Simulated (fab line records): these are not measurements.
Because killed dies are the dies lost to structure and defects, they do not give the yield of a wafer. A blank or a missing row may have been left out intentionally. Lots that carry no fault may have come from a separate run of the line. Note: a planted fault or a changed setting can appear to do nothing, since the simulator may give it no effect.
Matching of chambers    flow nand_harc    4 sister chambers for NHARC_P_CONTACT_ETCH_35 on rie_diel-03
The step etches the open film in CF4, target depth 39 nm, time 65 s. 33 wafers are shown with their chamber, then 12 later ones without.

== EACH WAFER AND ITS CHAMBER ==
wafer   chamber  drypump_motor_current_A (A)  rf_vpp_V (V)  oes_product_au (a.u.)
L076.1  3        6.0                          150.0         0.996
L076.3  0        6.0                          151.6         1.005
L076.6  1        5.7                          148.9         0.999
L078.2  3        6.0                          150.2         1.002
L078.5  2        5.6                          152.2         1.016
L078.6  1        5.7                          149.9         1.004
L079.1  0        5.9                          150.9         1.009
L079.4  3        6.0                          150.7         0.994
L079.5  0        6.0                          149.4         1.014
L081.2  3        6.0                          149.5         0.986
L081.5  0        5.9                          152.9         1.004
L081.6  1        5.7                          150.0         1.005
L082.1  0        6.0                          151.9         1.005
L082.2  2        5.6                          151.4         1.001
L082.6  0        6.0                          152.1         0.990
L084.1  2        5.6                          151.1         1.004
L084.5  3        6.0                          150.9         0.991
L084.6  0        6.0                          151.6         0.989
L087.2  3        6.0                          149.0         0.989
L087.3  2        5.6                          151.5         1.016
L087.4  3        6.0                          149.0         0.997
L086.3  2        5.6                          151.7         1.013
L086.4  0        6.0                          151.6         0.988
L086.6  2        5.7                          150.7         1.017
L088.2  1        5.6                          148.6         1.003
L088.5  3        6.0                          150.8         0.998
L088.6  0        6.0                          151.5         0.988
L089.3  3        6.0                          150.1         0.985
L089.4  1        5.6                          150.4         1.002
L089.5  2        5.6                          150.7         1.009
L090.1  3        6.0                          150.4         1.004
L090.3  1        5.6                          148.5         1.015
L090.4  2        5.6                          151.8         0.999

SIGNATURES, as means of the wafers listed above
reading                  chamber 0  chamber 1  chamber 2  chamber 3  scatter within a chamber
drypump_motor_current_A  5.978      5.650      5.612      6.000      0.0368
rf_vpp_V                 151.500    149.383    151.387    150.060    0.764
oes_product_au           0.99911    1.00467    1.00937    0.99420    0.00773
Rule: a wafer lies at a distance from a chamber equal to the root of the sum of squares, over the readings, of (its reading less the chamber's mean, divided by the reading's scatter). If the next closest chamber is less than 2 further off than the closest, the wafer can't be placed; otherwise it belongs to the closest. How the scatter is found: for the shown wafers, subtract from each reading the mean of its chamber, square and add these, divide the total by (wafers less chambers), then take the root.

== WAFERS MISSING THEIR CHAMBER ==
wafer   drypump_motor_current_A (A)  rf_vpp_V (V)  oes_product_au (a.u.)
L094.1  5.6                          150.2         1.009
L094.3  6.0                          151.1         1.010
L094.5  5.6                          151.2         1.008
L095.2  5.7                          150.5         1.020
L095.4  6.0                          151.3         1.006
L095.6  6.0                          150.5         1.013
L096.1  6.0                          149.5         1.008
L096.3  5.7                          149.7         1.022
L096.5  5.6                          150.7         1.000
L097.2  6.0                          151.5         1.014
L097.3  5.9                          148.5         1.018
L097.4  5.6                          152.9         1.013

== EACH ONE'S CHAMBER ==
wafer   from the rows above      in truth
L094.1  can't be placed: 2 or 1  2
L094.3  can't be placed: 0 or 3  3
L094.5  2                        2
L095.2  can't be placed: 1 or 2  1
L095.4  can't be placed: 0 or 3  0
L095.6  can't be placed: 0 or 3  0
L096.1  can't be placed: 3 or 0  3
L096.3  can't be placed: 1 or 2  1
L096.5  can't be placed: 2 or 1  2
L097.2  can't be placed: 0 or 3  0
L097.3  can't be placed: 3 or 0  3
L097.4  2                        2
Placed correctly: 2 of 12. From these rows, 10 cannot be placed; in 10 the true chamber is one of the candidates. 0 placed wrongly.
